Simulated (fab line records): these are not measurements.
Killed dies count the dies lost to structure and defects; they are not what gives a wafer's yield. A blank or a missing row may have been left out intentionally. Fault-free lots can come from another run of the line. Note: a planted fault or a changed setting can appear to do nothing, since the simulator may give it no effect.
Code-filled problem report in 8D (eight disciplines) form + flow n5_finfet + the parts of the form that need people (team, actions taken, sign-off) are left out

## 1. WHAT WENT WRONG
spin_speed_rpm at N5_BEOL_M10_COAT_63 reads a mean of 1234.4 rpm on 9 wafers of 3 lots; wafers without a fault read 1500.1 rpm with a standard deviation of 1. That is -99 or more standard deviations from the usual mean.
The step: time 60 s, resist thk 100 nm.
First observed at day 13 22:34: wafer L914.3, on litho_track-04. The record holds 15 wafers of 5 lots with a number at this step. The rule behind "out" and "out of limits": a value lying over 4 standard deviations away from the usual mean. The rest of the wafers with a number are treated as sound.

## 2. WHAT IT IS AND WHAT IT IS NOT
| question                    | is                     | is not                                                             |
|-----------------------------|------------------------|--------------------------------------------------------------------|
| which readings at this step | spin_speed_rpm         | -                                                                  |
| which lots                  | L914, L915, L916       | L901, L923                                                         |
| which wafers of those lots  | all that have a number | -                                                                  |
| read on which tools         | litho_track-04         | litho_track-02                                                     |
| when                        | from day 13 22:34      | up to then (3 sound wafers); but 3 sound wafers of L923 came after |

## 3. THE SUSPECTS, EACH WITH WHAT RULES IT OUT
Counting: a tool stays on the suspect list if, at a process step up to the reading, it processed all lots that are out and no sound lot following the first of them.
- litho_track-04 at N5_BEOL_M10_COAT_63 (time 60 s, resist thk 100 nm): kept. It processed each lot that is out, first L914 at day 13 22:34, and no sound lot thereafter; up to then, the last sound lot it processed was L901 at day 10 00:10. Its own readings are out on those wafers: spin_speed_rpm.
The count leaves litho_track-04 at N5_BEOL_M10_COAT_63.

## 4. THE CAUSE (what the simulator had put in)
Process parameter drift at N5_BEOL_M10_COAT_63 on litho_track-04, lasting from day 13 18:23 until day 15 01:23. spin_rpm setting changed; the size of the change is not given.
Only this tool survived the counting.

## 5. SEQUENCE OF EFFECTS, ordered by route
Each row: a reading where the mean over the struck wafers with a number is more than 3 standard deviations away from the usual. Only readings whose record carries a usual standard deviation are examined. hours: median over the lots of the time between each lot's start at the first step of this table that gives one and its start at this step. sigmas: the change, counted in usual standard deviations.
| hours | step                | reading        | usual      | on struck wafers | change | sigmas      |
|-------|---------------------|----------------|------------|------------------|--------|-------------|
| 0     | N5_BEOL_M10_COAT_63 | spin_speed_rpm | 1500.1 rpm | 1234.4           | -265.7 | -99 or more |
It contains these process steps:
- N5_BEOL_M10_COAT_63: time 60 s, resist thk 100 nm.

## 6. HOW IT WOULD HAVE BEEN CAUGHT EARLIER
The fault began at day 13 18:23; the first out-of-limits reading in this record came at day 13 22:34, 4 hours later.
